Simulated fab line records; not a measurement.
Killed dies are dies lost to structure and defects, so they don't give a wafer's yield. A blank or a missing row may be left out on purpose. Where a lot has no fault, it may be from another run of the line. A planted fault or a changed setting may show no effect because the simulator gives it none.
What tool caused it? + flow n5_finfet + Sampling: 15 lots, 41 wafers, 7 of 1938 route steps

WHAT EACH GAUGE READ, for each wafer
N5_BEOL_M9_CD_MEAS_18: pitch 140 nm, target cd 70 nm. Usual: cd_nm at 70.4 nm, with a standard deviation of 0.84.
| lot  | measured     | on        | cd_nm (nm)     | flag |
|------|--------------|-----------|----------------|------|
| L905 | day 9 17:05  | cd_sem-02 | 70.7 70.3 70.7 |      |
| L906 | day 10 00:52 | cd_sem-01 | 70.9 71.0 70.9 |      |
| L907 | day 10 09:26 | cd_sem-01 | 70.2 69.4      |      |
| L908 | day 10 12:59 | cd_sem-03 | 70.9 -         |      |
| L909 | day 10 13:14 | cd_sem-01 | 70.1 -         |      |
| L914 | day 12 00:32 | cd_sem-02 | 70.8 -         |      |
| L920 | day 13 13:17 | cd_sem-01 | 69.8 69.1 70.6 |      |
| L918 | day 13 13:03 | cd_sem-01 | 72.7 70.0 69.8 |      |
| L923 | day 14 18:56 | cd_sem-03 | 68.3 68.3 71.4 |      |
| L922 | day 14 19:31 | cd_sem-01 | 68.7 70.9 70.2 |      |
| L924 | day 15 04:56 | cd_sem-02 | 70.6 71.1 70.6 |      |
| L925 | day 15 17:19 | cd_sem-01 | 70.1 70.1 70.6 |      |
| L926 | day 15 17:55 | cd_sem-03 | 71.4 70.0 69.1 |      |
| L927 | day 15 22:08 | cd_sem-01 | 69.6 72.1 71.2 |      |
| L928 | day 16 04:16 | cd_sem-02 | 69.5 69.8 69.8 |      |

N5_BEOL_M9_INSPECT_30: inspects for defects (brightfield). Usual: raw_defect_count at 403, with a standard deviation of 86.
| lot  | measured     | on                | raw_defect_count | flag |
|------|--------------|-------------------|------------------|------|
| L905 | day 9 18:29  | defect_inspect-01 | 352 463 439      |      |
| L906 | day 10 03:02 | defect_inspect-02 | 314 319 305      |      |
| L907 | day 10 11:13 | defect_inspect-02 | 329 243          |      |
| L908 | day 10 13:48 | defect_inspect-01 | 325 523          |      |
| L909 | day 10 13:58 | defect_inspect-02 | 433 425          |      |
| L914 | day 12 01:56 | defect_inspect-02 | 367 371          |      |
| L920 | day 13 14:11 | defect_inspect-02 | 455 400 478      |      |
| L918 | day 13 14:01 | defect_inspect-02 | 405 491 346      |      |
| L923 | day 14 19:22 | defect_inspect-01 | 375 347 349      |      |
| L922 | day 14 21:55 | defect_inspect-01 | 347 402 444      |      |
| L924 | day 15 06:53 | defect_inspect-02 | 298 526 406      |      |
| L925 | day 15 17:50 | defect_inspect-01 | 468 392 417      |      |
| L926 | day 15 18:19 | defect_inspect-01 | 582 533 791      |      |
| L927 | day 16 02:38 | defect_inspect-02 | 360 343 285      |      |
| L928 | day 16 05:23 | defect_inspect-02 | 271 372 358      |      |

N5_BEOL_M9_OCD_MEAS_38. Usual: trench_depth_nm at 152 nm, with a standard deviation of 3.2.
| lot  | measured     | on     | trench_depth_nm (nm) | flag |
|------|--------------|--------|----------------------|------|
| L905 | day 9 18:59  | ocd-02 | 146 148 141          |      |
| L906 | day 10 03:32 | ocd-02 | 149 153 154          |      |
| L907 | day 10 11:46 | ocd-01 | 149 149              |      |
| L908 | day 10 14:17 | ocd-01 | 153 0                | OFF  |
| L909 | day 10 14:28 | ocd-02 | 148 0                | OFF  |
| L914 | day 12 02:39 | ocd-01 | 149 1                | OFF  |
| L920 | day 13 14:42 | ocd-02 | 153 159 159          |      |
| L918 | day 13 14:31 | ocd-01 | 148 152 149          |      |
| L923 | day 14 19:55 | ocd-02 | 149 153 151          |      |
| L922 | day 14 22:24 | ocd-01 | 150 147 153          |      |
| L924 | day 15 07:38 | ocd-01 | 149 152 150          |      |
| L925 | day 15 18:47 | ocd-02 | 148 155 150          |      |
| L926 | day 15 19:13 | ocd-02 | 157 150 156          |      |
| L927 | day 16 03:08 | ocd-02 | 157 157 152          |      |
| L928 | day 16 06:36 | ocd-02 | 155 147 147          |      |

EACH LOT AND THE TOOL THAT RAN IT (in order: tool; ch and the chambers of the sampled wafers; start)
| lot  | N5_BEOL_M8_CMP_52             | N5_BEOL_M9_CURE_71            | N5_BEOL_M9_ETCH_62                 | N5_BEOL_M9_VIA_ETCH_34             |
|------|-------------------------------|-------------------------------|------------------------------------|------------------------------------|
| L905 | cmp-01 ch 1,2,3, day 9 13:16  | uv_cure-02 ch 1, day 9 13:47  | rie_diel-02 ch 0,2,3, day 9 16:43  | rie_diel-04 ch 0,1,2, day 9 18:42  |
| L906 | cmp-03 ch 0,1, day 9 21:06    | uv_cure-02 ch 0, day 9 21:50  | rie_diel-06 ch 0,2,3, day 10 00:29 | rie_diel-02 ch 0,3, day 10 03:16   |
| L907 | cmp-01 ch 2,3, day 10 06:25   | uv_cure-01 ch 0, day 10 07:10 | rie_diel-04 ch 1,2, day 10 09:02   | rie_diel-06 ch 3, day 10 11:29     |
| L908 | cmp-01 ch 1,3, day 10 09:59   | uv_cure-02 ch 0, day 10 10:33 | rie_diel-06 ch 1,3, day 10 12:29   | rie_diel-06 ch 1,3, day 10 14:01   |
| L909 | cmp-03 ch 0,1, day 10 10:00   | uv_cure-02 ch 0, day 10 11:02 | rie_diel-06 ch 2,3, day 10 12:44   | rie_diel-02 ch 0,2, day 10 14:11   |
| L914 | cmp-04 ch 0,1, day 11 19:12   | uv_cure-01 ch 0, day 11 19:44 | rie_diel-06 ch 0,3, day 12 00:10   | rie_diel-04 ch 2,3, day 12 02:22   |
| L920 | cmp-04 ch 0,2,3, day 13 10:31 | uv_cure-02 ch 2, day 13 11:14 | rie_diel-02 ch 1,2,3, day 13 12:55 | rie_diel-02 ch 0,3, day 13 14:26   |
| L918 | cmp-01 ch 0,1,3, day 13 10:47 | uv_cure-01 ch 1, day 13 11:25 | rie_diel-04 ch 1,2,3, day 13 12:41 | rie_diel-04 ch 0,1,3, day 13 14:14 |
| L923 | cmp-03 ch 1,3, day 14 16:00   | uv_cure-01 ch 1, day 14 16:34 | rie_diel-04 ch 0,1,2, day 14 18:32 | rie_diel-04 ch 1,3, day 14 19:38   |
| L922 | cmp-03 ch 1,2,3, day 14 16:39 | uv_cure-03 ch 0, day 14 17:11 | rie_diel-04 ch 0,1,2, day 14 19:03 | rie_diel-04 ch 0,3, day 14 22:07   |
| L924 | cmp-03 ch 1,2,3, day 14 22:43 | uv_cure-02 ch 0, day 14 23:25 | rie_diel-06 ch 1,3, day 15 04:29   | rie_diel-02 ch 2,3, day 15 07:22   |
| L925 | cmp-04 ch 1,3, day 15 14:28   | uv_cure-02 ch 0, day 15 15:38 | rie_diel-06 ch 0,1, day 15 16:56   | rie_diel-02 ch 0,3, day 15 18:30   |
| L926 | cmp-04 ch 0,1,3, day 15 14:47 | uv_cure-03 ch 2, day 15 15:29 | rie_diel-04 ch 0,2,3, day 15 17:15 | rie_diel-02 ch 0,3, day 15 18:56   |
| L927 | cmp-01 ch 1,2,3, day 15 18:10 | uv_cure-02 ch 1, day 15 18:54 | rie_diel-04 ch 0,1,3, day 15 21:40 | rie_diel-02 ch 0,1,2, day 16 02:52 |
| L928 | cmp-01 ch 0,2,3, day 15 21:17 | uv_cure-01 ch 0, day 15 21:47 | rie_diel-04 ch 0,1,2, day 16 03:53 | rie_diel-02 ch 0,3, day 16 06:19   |
- N5_BEOL_M8_CMP_52: polishes, stops on SiCOH lowk, t overpolish 6.9 s, target thk 80 nm.
- N5_BEOL_M9_CURE_71: cures SiCOH lowk, time 240 s.
- N5_BEOL_M9_ETCH_62: etches SOC in N2/H2, target depth 110 nm, overetch 22 nm, time 165 s.
- N5_BEOL_M9_VIA_ETCH_34: etches SiCOH lowk in C4F6/O2, target depth 182.4 nm, time 68.4 s.

AS READ BY THE TOOLS THEMSELVES (means over the sampled wafers that have a number; for cases with no such wafer, the mark the record gives instead)
N5_BEOL_M8_CMP_52. Usual: barrier_field_endpoint_s 29.1 s, standard deviation 0.87; motor_current_A 6.0 A, standard deviation 0.77; overpolish_run_s 6.900 s, standard deviation 0.0088; time_to_endpoint_s 63 s, standard deviation 4.1.
| lot  | tool   | barrier_field_endpoint_s (s) | motor_current_A (A) | overpolish_run_s (s) | time_to_endpoint_s (s) | flag |
|------|--------|------------------------------|---------------------|----------------------|------------------------|------|
| L905 | cmp-01 | 27.7                         | 5.5                 | 6.885                | 56                     |      |
| L906 | cmp-03 | 29.5                         | 5.5                 | 6.897                | 65                     |      |
| L907 | cmp-01 | 28.2                         | 5.6                 | 6.899                | 57                     |      |
| L908 | cmp-01 | 28.8                         | 5.9                 | 6.900                | 60                     |      |
| L909 | cmp-03 | 28.5                         | 5.7                 | 6.905                | 64                     |      |
| L914 | cmp-04 | 29.9                         | 6.5                 | 6.908                | 68                     |      |
| L920 | cmp-04 | 28.7                         | 5.9                 | 6.903                | 63                     |      |
| L918 | cmp-01 | 30.2                         | 6.0                 | 6.897                | 67                     |      |
| L923 | cmp-03 | 29.4                         | 5.4                 | 6.903                | 67                     |      |
| L922 | cmp-03 | 29.5                         | 6.1                 | 6.898                | 65                     |      |
| L924 | cmp-03 | 29.2                         | 6.2                 | 6.894                | 64                     |      |
| L925 | cmp-04 | 29.2                         | 6.0                 | 6.898                | 63                     |      |
| L926 | cmp-04 | 29.0                         | 6.4                 | 6.902                | 66                     |      |
| L927 | cmp-01 | 30.0                         | 5.5                 | 6.898                | 63                     |      |
| L928 | cmp-01 | 28.5                         | 6.0                 | 6.900                | 62                     |      |

N5_BEOL_M9_CURE_71. Usual: lamp_power_pct 52.32 %, standard deviation 0.056; wafer_temp_C_max 387.1, standard deviation 0.73.
| lot  | tool       | lamp_power_pct (%) | wafer_temp_C_max | flag |
|------|------------|--------------------|------------------|------|
| L905 | uv_cure-02 | 52.31              | 386.7            |      |
| L906 | uv_cure-02 | 52.33              | 387.6            |      |
| L907 | uv_cure-01 | 52.30              | 386.4            |      |
| L908 | uv_cure-02 | 52.33              | 387.7            |      |
| L909 | uv_cure-02 | 52.30              | 387.2            |      |
| L914 | uv_cure-01 | 52.32              | 387.0            |      |
| L920 | uv_cure-02 | 52.37              | 386.9            |      |
| L918 | uv_cure-01 | 52.30              | 386.1            |      |
| L923 | uv_cure-01 | 52.29              | 386.3            |      |
| L922 | uv_cure-03 | 52.32              | 387.7            |      |
| L924 | uv_cure-02 | 52.31              | 388.3            |      |
| L925 | uv_cure-02 | 52.31              | 387.2            |      |
| L926 | uv_cure-03 | 52.33              | 386.2            |      |
| L927 | uv_cure-02 | 52.35              | 386.6            |      |
| L928 | uv_cure-01 | 52.34              | 387.2            |      |

N5_BEOL_M9_ETCH_62. Usual: for bias_w, 150.0 W with a standard deviation of 0.45; for drypump_motor_current_A, 5.5 A with a standard deviation of 0.33; for oes_product_au, 0.67 a.u. with a standard deviation of 0.066; for rf_fwd_power_W, 837.4 W with a standard deviation of 2.4; for rf_vpp_V, 523.9 V with a standard deviation of 2.7; for showerhead_plenum_p_Torr, 2.54 Torr with a standard deviation of 0.1; for throttle_valve_pct, 17.88 % with a standard deviation of 0.2.
| lot  | tool        | bias_w (W) | drypump_motor_current_A (A) | oes_product_au (a.u.) | rf_fwd_power_W (W) | rf_vpp_V (V) | showerhead_plenum_p_Torr (Torr) | throttle_valve_pct (%) | flag |
|------|-------------|------------|-----------------------------|-----------------------|--------------------|--------------|---------------------------------|------------------------|------|
| L905 | rie_diel-02 | 150.4      | 5.4                         | 0.70                  | 836.9              | 524.5        | 2.57                            | 17.98                  |      |
| L906 | rie_diel-06 | 150.1      | 5.6                         | 0.67                  | 837.1              | 527.3        | 2.64                            | 17.89                  |      |
| L907 | rie_diel-04 | 149.8      | 5.3                         | 0.60                  | 834.5              | 522.5        | 2.46                            | 17.89                  |      |
| L908 | rie_diel-06 | 149.4      | 5.3                         | 0.77                  | 838.9              | 526.0        | 2.58                            | 17.85                  |      |
| L909 | rie_diel-06 | 149.8      | 5.7                         | 0.74                  | 840.3              | 526.1        | 2.63                            | 17.81                  |      |
| L914 | rie_diel-06 | 149.8      | 5.4                         | 0.71                  | 835.1              | 525.8        | 2.69                            | 17.91                  |      |
| L920 | rie_diel-02 | 150.2      | 5.8                         | 0.67                  | 834.5              | 524.2        | 2.54                            | 17.88                  |      |
| L918 | rie_diel-04 | 149.9      | 5.4                         | 0.65                  | 838.0              | 522.6        | 2.50                            | 17.79                  |      |
| L923 | rie_diel-04 | 149.8      | 5.5                         | 0.69                  | 838.4              | 521.9        | 2.45                            | 17.75                  |      |
| L922 | rie_diel-04 | 149.6      | 5.4                         | 0.69                  | 836.5              | 521.2        | 2.45                            | 17.75                  |      |
| L924 | rie_diel-06 | 149.8      | 5.3                         | 0.69                  | 836.1              | 525.2        | 2.62                            | 17.84                  |      |
| L925 | rie_diel-06 | 149.8      | 5.5                         | 0.64                  | 835.8              | 523.8        | 2.52                            | 18.09                  |      |
| L926 | rie_diel-04 | 150.6      | 5.6                         | 0.62                  | 839.2              | 521.8        | 2.49                            | 17.88                  |      |
| L927 | rie_diel-04 | 150.1      | 5.3                         | 0.67                  | 837.3              | 523.7        | 2.52                            | 17.84                  |      |
| L928 | rie_diel-04 | 149.4      | 5.4                         | 0.67                  | 839.4              | 521.2        | 2.45                            | 17.76                  |      |

N5_BEOL_M9_VIA_ETCH_34. Usual: for bias_w, 185.0 W with a standard deviation of 0.65; for drypump_motor_current_A, 5.5 A with a standard deviation of 0.37; for oes_product_au, 0.81 a.u. with a standard deviation of 0.083; for rf_fwd_power_W, 342.3 W with a standard deviation of 1.3; for rf_vpp_V, 675 V with a standard deviation of 18; for showerhead_plenum_p_Torr, 2.85 Torr with a standard deviation of 0.087; for throttle_valve_pct, 20.94 % with a standard deviation of 0.19.
| lot  | tool        | bias_w (W) | drypump_motor_current_A (A) | oes_product_au (a.u.) | rf_fwd_power_W (W) | rf_vpp_V (V) | showerhead_plenum_p_Torr (Torr) | throttle_valve_pct (%) | flag |
|------|-------------|------------|-----------------------------|-----------------------|--------------------|--------------|---------------------------------|------------------------|------|
| L905 | rie_diel-04 | 184.5      | 5.4                         | 0.75                  | 342.2              | 681          | 2.77                            | 20.95                  |      |
| L906 | rie_diel-02 | 184.6      | 5.4                         | 0.80                  | 341.9              | 671          | 2.93                            | 21.11                  |      |
| L907 | rie_diel-06 | 184.0      | 5.2                         | 0.85                  | 340.6              | 704          | 3.01                            | 20.66                  |      |
| L908 | rie_diel-06 | 186.3      | 5.3                         | 0.58                  | 341.4              | 688          | 2.89                            | 20.86                  |      |
| L909 | rie_diel-02 | 185.7      | 5.3                         | 0.52                  | 343.7              | 668          | 2.83                            | 20.96                  | OFF  |
| L914 | rie_diel-04 | 185.1      | 5.6                         | 0.48                  | 342.6              | 655          | 2.82                            | 20.87                  | OFF  |
| L920 | rie_diel-02 | 184.3      | 5.1                         | 0.91                  | 342.2              | 675          | 2.88                            | 21.06                  |      |
| L918 | rie_diel-04 | 184.8      | 5.4                         | 0.81                  | 342.6              | 682          | 2.83                            | 20.91                  |      |
| L923 | rie_diel-04 | 185.4      | 5.3                         | 0.76                  | 342.1              | 670          | 2.88                            | 20.95                  |      |
| L922 | rie_diel-04 | 185.1      | 5.6                         | 0.76                  | 343.8              | 676          | 2.83                            | 20.99                  |      |
| L924 | rie_diel-02 | 185.4      | 5.7                         | 0.83                  | 342.3              | 662          | 2.90                            | 20.92                  |      |
| L925 | rie_diel-02 | 185.1      | 5.4                         | 0.84                  | 342.4              | 671          | 2.91                            | 21.06                  |      |
| L926 | rie_diel-02 | 184.8      | 5.1                         | 0.87                  | 342.1              | 675          | 2.87                            | 21.08                  |      |
| L927 | rie_diel-02 | 185.1      | 5.5                         | 0.91                  | 343.4              | 683          | 2.80                            | 20.86                  |      |
| L928 | rie_diel-02 | 184.9      | 5.4                         | 0.83                  | 342.4              | 670          | 2.91                            | 21.06                  |      |

THE ANSWER, worked out from the rows above alone
Rule: a lot is off if the mean of its wafers that have a number lies more than 3 standard deviations from the usual mean. A lot without any number at a reading at which 4 lots or more have one is off too. Any other lot the step has rows for is counted as sound. First the gauges in route order, then the tools' own readings, where a lot's mean is used as printed above. At the first step where some lot is off, the reading lying furthest off is the one used; lots without a number count as furthest.
Off: L908, L909, L914 (N5_BEOL_M9_OCD_MEAS_38, trench_depth_nm).
If a tool, at a process step before that reading, ran all the lots that are off and no sound lot after the first of them, it fits. The gauges at N5_BEOL_M9_OCD_MEAS_38 are tried like those tools. No candidate that was tried fits.

WHAT THE SIMULATOR PUT IN
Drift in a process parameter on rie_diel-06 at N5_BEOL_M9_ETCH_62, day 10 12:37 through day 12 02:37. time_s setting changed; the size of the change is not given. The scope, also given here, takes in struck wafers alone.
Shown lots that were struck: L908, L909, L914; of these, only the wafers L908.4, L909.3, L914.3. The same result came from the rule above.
